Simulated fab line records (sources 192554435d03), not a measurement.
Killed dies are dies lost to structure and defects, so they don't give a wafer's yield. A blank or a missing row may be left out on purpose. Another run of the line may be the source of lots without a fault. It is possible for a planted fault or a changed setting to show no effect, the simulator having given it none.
Matching of chambers :: flow n5 finfet :: rie diel-02 running N5_BEOL_M2_STRIP_66: 4 sister chambers
The step strips in CF4. 8 wafers are shown with their chamber, then 10 later ones without.

## WAFERS, EACH WITH ITS CHAMBER
wafer: L083.1
chamber: 0
showerhead plenum p Torr (Torr): 1.70
drypump motor current A (A): 5.7

wafer: L086.1
chamber: 1
showerhead plenum p Torr (Torr): 1.83
drypump motor current A (A): 5.0

wafer: L086.4
chamber: 3
showerhead plenum p Torr (Torr): 1.84
drypump motor current A (A): 5.3

wafer: L084.1
chamber: 0
showerhead plenum p Torr (Torr): 1.70
drypump motor current A (A): 5.6

wafer: L084.5
chamber: 1
showerhead plenum p Torr (Torr): 1.83
drypump motor current A (A): 5.0

wafer: L084.6
chamber: 2
showerhead plenum p Torr (Torr): 1.85
drypump motor current A (A): 5.9

wafer: L089.3
chamber: 3
showerhead plenum p Torr (Torr): 1.84
drypump motor current A (A): 5.4

wafer: L089.4
chamber: 2
showerhead plenum p Torr (Torr): 1.84
drypump motor current A (A): 5.9

## WAFERS WITH NO CHAMBER GIVEN
wafer: L089.5
showerhead plenum p Torr (Torr): 1.70
drypump motor current A (A): 5.7

wafer: L091.1
showerhead plenum p Torr (Torr): 1.84
drypump motor current A (A): 5.4

wafer: L091.3
showerhead plenum p Torr (Torr): 1.84
drypump motor current A (A): 5.9

wafer: L091.4
showerhead plenum p Torr (Torr): 1.83
drypump motor current A (A): 5.0

wafer: L094.4
showerhead plenum p Torr (Torr): 1.84
drypump motor current A (A): 5.4

wafer: L094.5
showerhead plenum p Torr (Torr): 1.70
drypump motor current A (A): 5.7

wafer: L094.6
showerhead plenum p Torr (Torr): 1.84
drypump motor current A (A): 5.4

wafer: L097.4
showerhead plenum p Torr (Torr): 1.83
drypump motor current A (A): 5.0

wafer: L097.5
showerhead plenum p Torr (Torr): 1.70
drypump motor current A (A): 5.7

wafer: L097.6
showerhead plenum p Torr (Torr): 1.84
drypump motor current A (A): 5.3

## CHAMBER TAKEN BY EACH
wafer: L089.5
from the rows above: 0
in truth: 0

wafer: L091.1
from the rows above: 3
in truth: 3

wafer: L091.3
from the rows above: 2
in truth: 2

wafer: L091.4
from the rows above: 1
in truth: 1

wafer: L094.4
from the rows above: 3
in truth: 3

wafer: L094.5
from the rows above: 0
in truth: 0

wafer: L094.6
from the rows above: 3
in truth: 3

wafer: L097.4
from the rows above: 1
in truth: 1

wafer: L097.5
from the rows above: 0
in truth: 0

wafer: L097.6
from the rows above: 3
in truth: 3
Placed correctly: 10 of 10. Left unplaced by these rows: 0. Placed wrongly: 0.
How it was worked out, from the rows above alone: a wafer's distance from a chamber is the root of the sum, over the readings, of the square of ((its reading less the chamber's mean) divided by the reading's scatter). The wafer belongs to the nearest chamber; if the next one is less than 2 further off, it can't be placed. Each chamber's mean is taken over the wafers shown for it. The scatter: the root of (the sum of the squares of (reading less its chamber's mean) over the shown wafers, divided by (wafers less chambers)).
